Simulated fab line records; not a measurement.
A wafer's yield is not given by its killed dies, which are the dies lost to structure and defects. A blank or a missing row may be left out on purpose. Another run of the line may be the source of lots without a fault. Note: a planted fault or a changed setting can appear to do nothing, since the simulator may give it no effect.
What tool caused it?    flow nandHarc    12 lots, 36 wafers sampled, at 5 steps of a route of 1302

## WHAT THE GAUGES READ, wafer by wafer
NHARC_END_SORT_01. Usual: defectLimitedYield 92.0 %, standard deviation 2.6; killedAtArray 50, standard deviation 17; killedAtOther 0.7, standard deviation 1; killedAtPeriphery 3.4, standard deviation 2.4; killedDies 54, standard deviation 17; killedOpen 3.3, standard deviation 1.7; killedShort 2.5, standard deviation 1.6; sort_bin_2_pct 2.8 %, standard deviation 1.1; sort_bin_3_pct 0.5 %, standard deviation 0.33; sort_bin_4_pct 4.6 %, standard deviation 1.5; sortNPass 623, standard deviation 17; sortRimYieldPct 92 %, standard deviation 3.8; sortYieldPct 92.0 %, standard deviation 2.6.
lot   measured      on         defectLimitedYield (%)  killedAtArray  killedAtOther  killedAtPeriphery  killedDies  killedOpen  killedShort  sort_bin_2_pct (%)  sort_bin_3_pct (%)  sort_bin_4_pct (%)  sortNPass    sortRimYieldPct (%)  sortYieldPct (%)  flag
L308  day 25 10:07  prober-01  96.8 96.6 96.8          19 22 17       1 0 1          2 1 4              22 23 22    1 2 3       4 1 3        1.5 0.9 1.3         0.1 0.1 0.4         1.6 2.4 1.5         655 654 655  99 95 96             96.8 96.6 96.8    

## EACH LOT AND THE TOOL THAT RAN IT (in order: tool; ch and the chambers of the sampled wafers; start)
lot   NHARC_THIN_TSV_DEP_43            NHARC_THIN_TSV_DEGAS_49      NHARC_THIN_TSV_ANNEAL_52         NHARC_THIN_TSV_ETCH_36
L305  pecvd-02 ch 0,1,2, day 23 23:28  pvdSputter-03, day 24 03:04  rtpAnneal-02 ch 0, day 24 04:14  rieMetal-01 ch 0,1, day 24 06:35
L307  pecvd-04 ch 0,1,2, day 24 07:20  pvdSputter-01, day 24 10:56  rtpAnneal-02 ch 0, day 24 12:08  rieMetal-03 ch 0,1, day 24 14:37
L306  pecvd-03 ch 0,2, day 24 08:38    pvdSputter-03, day 24 12:14  rtpAnneal-02 ch 0, day 24 13:32  rieMetal-01 ch 0,1, day 24 15:55
L308  pecvd-04 ch 0,2, day 24 17:05    pvdSputter-03, day 24 20:43  rtpAnneal-01 ch 0, day 24 21:55  rieMetal-03 ch 0,1, day 25 00:25
L310  pecvd-03 ch 0,2, day 25 04:41    pvdSputter-03, day 25 08:29  rtpAnneal-02 ch 0, day 25 09:44  rieMetal-02 ch 0,1, day 25 12:03
L309  pecvd-04 ch 0,1, day 25 18:00    pvdSputter-01, day 25 21:44  rtpAnneal-01 ch 0, day 25 22:57  rieMetal-02 ch 0,1, day 26 01:16
L311  pecvd-03 ch 0,1,2, day 26 01:56  pvdSputter-01, day 26 05:28  rtpAnneal-01 ch 0, day 26 06:39  rieMetal-02 ch 0,1, day 26 09:01
L313  pecvd-03 ch 0,1,2, day 28 10:32  pvdSputter-01, day 28 14:06  rtpAnneal-01 ch 0, day 28 15:17  rieMetal-03 ch 0,1, day 28 17:50
L320  pecvd-04 ch 0,1,2, day 29 20:14  pvdSputter-01, day 29 23:41  rtpAnneal-01 ch 0, day 30 00:54  rieMetal-02 ch 0,1, day 30 03:21
L325  pecvd-02 ch 0,1,2, day 32 12:35  pvdSputter-01, day 32 16:22  rtpAnneal-01 ch 0, day 32 17:33  rieMetal-01 ch 0,1, day 32 20:07
L324  pecvd-04 ch 0,1,2, day 33 05:52  pvdSputter-01, day 33 09:42  rtpAnneal-01 ch 0, day 33 11:02  rieMetal-02 ch 0,1, day 33 13:32
L328  pecvd-03 ch 1,2, day 33 07:06    pvdSputter-02, day 33 10:40  rtpAnneal-02 ch 0, day 33 11:52  rieMetal-03 ch 0,1, day 33 14:16
- NHARC_THIN_TSV_DEP_43: deposits SiO2, target thk 1328.5 nm.
- NHARC_THIN_TSV_DEGAS_49: time 120 s.
- NHARC_THIN_TSV_ANNEAL_52: time 90 s.
- NHARC_THIN_TSV_ETCH_36: etches the open film in Cl2/BCl3, target depth 65 nm, time 18.571 s.

## WHAT THE TOOLS THEMSELVES READ (means of the sampled wafers that have a number; where no wafer has one, the mark that the record gives instead)
NHARC_THIN_TSV_DEP_43. Usual: 16.1 % for throttleValvePct, sd 0.65.
lot   tool      throttleValvePct (%)  flag
L305  pecvd-02  16.5                  
L307  pecvd-04  16.3                  
L306  pecvd-03  15.2                  
L308  pecvd-04  16.2                  
L310  pecvd-03  15.1                  
L309  pecvd-04  16.5                  
L311  pecvd-03  15.4                  
L313  pecvd-03  15.5                  
L320  pecvd-04  16.2                  
L325  pecvd-02  16.4                  
L324  pecvd-04  16.2                  
L328  pecvd-03  15.7                  

NHARC_THIN_TSV_DEGAS_49. Usual: 486 W for heaterPowerW, sd 55.
lot   tool           heaterPowerW (W)  flag
L305  pvdSputter-03  433               
L307  pvdSputter-01  529               
L306  pvdSputter-03  432               
L308  pvdSputter-03  423               
L310  pvdSputter-03  439               
L309  pvdSputter-01  530               
L311  pvdSputter-01  514               
L313  pvdSputter-01  536               
L320  pvdSputter-01  504               
L325  pvdSputter-01  532               
L324  pvdSputter-01  499               
L328  pvdSputter-02  496               

NHARC_THIN_TSV_ANNEAL_52. Usual: 226.2 for wafer_temp_C_max, sd 0.47.
lot   tool          wafer_temp_C_max  flag
L305  rtpAnneal-02  225.9             
L307  rtpAnneal-02  225.8             
L306  rtpAnneal-02  225.7             
L308  rtpAnneal-01  226.8             
L310  rtpAnneal-02  226.0             
L309  rtpAnneal-01  226.7             
L311  rtpAnneal-01  226.9             
L313  rtpAnneal-01  226.7             
L320  rtpAnneal-01  226.7             
L325  rtpAnneal-01  227.3             
L324  rtpAnneal-01  226.2             
L328  rtpAnneal-02  226.0             

NHARC_THIN_TSV_ETCH_36. Usual: drypumpMotorCurrentA 5.97 A, standard deviation 0.26; oesProductAu 1.001 a.u., standard deviation 0.0076.
lot   tool         drypumpMotorCurrentA (A)  oesProductAu (a.u.)  flag
L305  rieMetal-01  5.64                      1.001                
L307  rieMetal-03  5.96                      1.003                
L306  rieMetal-01  5.55                      1.007                
L308  rieMetal-03  6.13                      1.004                
L310  rieMetal-02  6.14                      1.007                
L309  rieMetal-02  6.09                      1.002                
L311  rieMetal-02  6.09                      1.005                
L313  rieMetal-03  6.12                      1.011                
L320  rieMetal-02  6.10                      1.000                
L325  rieMetal-01  5.65                      1.008                
L324  rieMetal-02  6.15                      1.001                
L328  rieMetal-03  6.13                      0.999                

## THE ANSWER, worked out from the rows above alone
Rule: a lot counts as off when the mean over its wafers that have a number is more than 3 standard deviations away from the usual mean. A lot without any number at a reading at which 4 lots or more have one is off too. Any other lot the step has rows for is counted as sound. The gauges are gone through in route order, then the tools' own readings, and for those a lot's mean is taken as printed above. The first step at which some lot is off is used, and at that step the reading that is off furthest; a lot without a number counts as furthest.
Across all readings shown, no lot is off: no conclusion can be drawn from this.

## WHAT HAD BEEN PUT IN BY THE SIMULATOR
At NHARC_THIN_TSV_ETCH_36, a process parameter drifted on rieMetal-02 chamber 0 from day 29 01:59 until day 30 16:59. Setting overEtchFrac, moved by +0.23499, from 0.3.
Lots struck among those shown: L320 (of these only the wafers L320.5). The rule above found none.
